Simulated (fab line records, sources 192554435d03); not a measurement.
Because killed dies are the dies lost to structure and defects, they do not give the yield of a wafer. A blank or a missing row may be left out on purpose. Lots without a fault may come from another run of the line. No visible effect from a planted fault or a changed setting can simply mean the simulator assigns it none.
8D (eight disciplines) problem report, filled in by code    flow n5 finfet    the parts of the form that need people (team, actions taken, sign-off) are left out

## 1. WHAT IS WRONG
bias w at N5_BEOL_M8_ETCH_66 reads a mean of 119.1 W on 1 wafer of 1 lot; wafers without a fault read 150.0 W with a standard deviation of 0.46. Measured from the usual mean, that is -67 standard deviations.
The step: etches SOC in N2/H2, target depth 80 nm, overetch 16 nm, time 120 s.
Earliest sighting: wafer L897.5 on rie diel-03 at day 15 14:43. The record holds 15 wafers of 5 lots with a number at this step. The rule behind "out" and "out of limits": a value lying over 4 standard deviations away from the usual mean. The rest of the wafers with a number are treated as sound.

## 2. WHAT IT IS AND WHAT IT IS NOT
question                     is                 is not
which readings at this step  bias w, rf vpp V   drypump motor current A, oes product au, rf fwd power W, showerhead plenum p Torr, throttle valve pct
which lots                   L897               L887, L890, L903, L905
which wafers of those lots   L897.5             L897.3, L897.4
read on which tools          rie diel-03        rie diel-06
when                         from day 15 14:43  up to then (8 sound wafers); but 6 sound wafers of L903, L905 came after

## 3. WHAT RULES OUT EACH SUSPECT
Counting: any tool at a process step up to the reading remains a suspect provided it ran every lot that is out. Sound lots after the first of them don't rule it out here, since some wafers of a struck lot are sound.
- rie diel-03 at N5_BEOL_M8_DESCUM_33 (chemistry O2, time 7 s): kept. It ran the lot that is out, L897 (day 15 14:38); its last sound lot up to then is L890 (day 12 04:36).
- rie diel-03 at N5_BEOL_M8_ETCH_72 (etches underlayer in N2/H2, target depth 6.5 nm, time 5.2 s): kept. It ran the lot that is out, L897 (day 15 14:40); its last sound lot up to then is L890 (day 12 04:38).
- rie diel-03 at N5_BEOL_M8_ETCH_65 (etches SiARC in CF4, target depth 15.6 nm, time 26 s): kept. It ran the lot that is out, L897 (day 15 14:41); its last sound lot up to then is L890 (day 12 04:39).
- rie diel-03 at N5_BEOL_M8_ETCH_66 (etches SOC in N2/H2, target depth 80 nm, overetch 16 nm, time 120 s): kept. It ran the lot that is out, L897 (day 15 14:43); its last sound lot up to then is L890 (day 12 04:41). Its own readings are out on those wafers: bias w, rf vpp V.
- In rie diel-03 at N5_BEOL_M8_DESCUM_33, the wafers that are out were processed in chamber 3 and their sound lot-mates in chambers 1, 2.
- In rie diel-03 at N5_BEOL_M8_ETCH_72, the wafers that are out were processed in chamber 3 and their sound lot-mates in chambers 1, 2.
- In rie diel-03 at N5_BEOL_M8_ETCH_65, the wafers that are out were processed in chamber 3 and their sound lot-mates in chambers 1, 2.
- In rie diel-03 at N5_BEOL_M8_ETCH_66, the wafers that are out were processed in chamber 3 and their sound lot-mates in chambers 1, 2.
Left after counting: rie diel-03 at N5_BEOL_M8_DESCUM_33, rie diel-03 at N5_BEOL_M8_ETCH_72, rie diel-03 at N5_BEOL_M8_ETCH_65, rie diel-03 at N5_BEOL_M8_ETCH_66.

## 4. THE CAUSE (what the simulator had put in)
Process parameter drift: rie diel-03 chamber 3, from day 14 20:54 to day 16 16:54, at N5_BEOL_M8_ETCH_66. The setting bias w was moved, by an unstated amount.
Of the 4 suspects that counting leaves, this tool is one.

## 5. THE EFFECT CHAIN, in route order
Each row: a reading whose mean over the struck wafers that have a number lies more than 3 standard deviations from the usual. Scope: only readings with a usual standard deviation given in the record; hours: median across lots of the time from each lot's start at the first step in this table that gives one to its start at this step; sigmas: change in usual standard deviations.
hours  step                reading   usual    on struck wafers  change  sigmas
0      N5_BEOL_M8_ETCH_66  bias w    150.0 W  119.1             -30.9   -67
0      N5_BEOL_M8_ETCH_66  rf vpp V  523.7 V  452.7             -71.0   -28
Its process steps:
- N5_BEOL_M8_ETCH_66: etches SOC in N2/H2, target depth 80 nm, overetch 16 nm, time 120 s.

## 6. HOW IT WOULD HAVE BEEN CAUGHT EARLIER
In this record no reading fell out of limits until day 15 14:43, 18 hours after the fault had begun at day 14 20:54.
